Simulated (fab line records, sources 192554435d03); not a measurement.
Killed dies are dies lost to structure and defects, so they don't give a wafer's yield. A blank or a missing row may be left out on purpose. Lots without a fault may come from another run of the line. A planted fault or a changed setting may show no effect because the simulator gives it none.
Chamber matching | flow n5_finfet | N5_BEOL_M2_DEP_57 on pecvd-01: 3 sister chambers
The step deposits SiCN from 3MS/NH3, target thk 8 nm, time 14 s. 6 wafers are shown with their chamber, then 9 later ones without.

WAFERS WITH THEIR CHAMBER
wafer  | chamber | showerhead_plenum_p_Torr (Torr) | throttle_valve_pct (%)
L089.1 | 1       | 3.653                           | 9.3
L089.2 | 2       | 3.649                           | 9.0
L089.3 | 0       | 3.679                           | 9.5
L089.4 | 0       | 3.676                           | 9.3
L089.5 | 1       | 3.647                           | 9.3
L089.6 | 2       | 3.656                           | 8.6

WAFERS WITHOUT THEIR CHAMBER
wafer  | showerhead_plenum_p_Torr (Torr) | throttle_valve_pct (%)
L091.3 | 3.658                           | 9.4
L091.5 | 3.687                           | 9.5
L091.6 | 3.655                           | 9.1
L096.2 | 3.653                           | 9.4
L096.3 | 3.659                           | 9.1
L096.4 | 3.656                           | 9.1
L097.2 | 3.687                           | 9.4
L097.4 | 3.672                           | 9.6
L097.5 | 3.647                           | 9.2

WHICH CHAMBER EACH WENT THROUGH
wafer  | from the rows above     | in truth
L091.3 | can't be placed: 1 or 2 | 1
L091.5 | 0                       | 0
L091.6 | can't be placed: 1 or 2 | 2
L096.2 | 1                       | 1
L096.3 | can't be placed: 2 or 1 | 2
L096.4 | can't be placed: 2 or 1 | 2
L097.2 | 0                       | 0
L097.4 | 0                       | 0
L097.5 | can't be placed: 1 or 2 | 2
Placed correctly: 4 of 9. Can't be placed from these rows: 5 (the true chamber is among the candidates in 5). Placed wrongly: 0.
How it was worked out, from the rows above alone: a wafer's distance from a chamber is the root of the sum, over the readings, of the square of ((its reading less the chamber's mean) divided by the reading's scatter). The wafer belongs to the nearest chamber; if the next one is less than 2 further off, it can't be placed. A chamber's mean is the mean of its shown wafers. The scatter: the root of (the sum of the squares of (reading less its chamber's mean) over the shown wafers, divided by (wafers less chambers)).
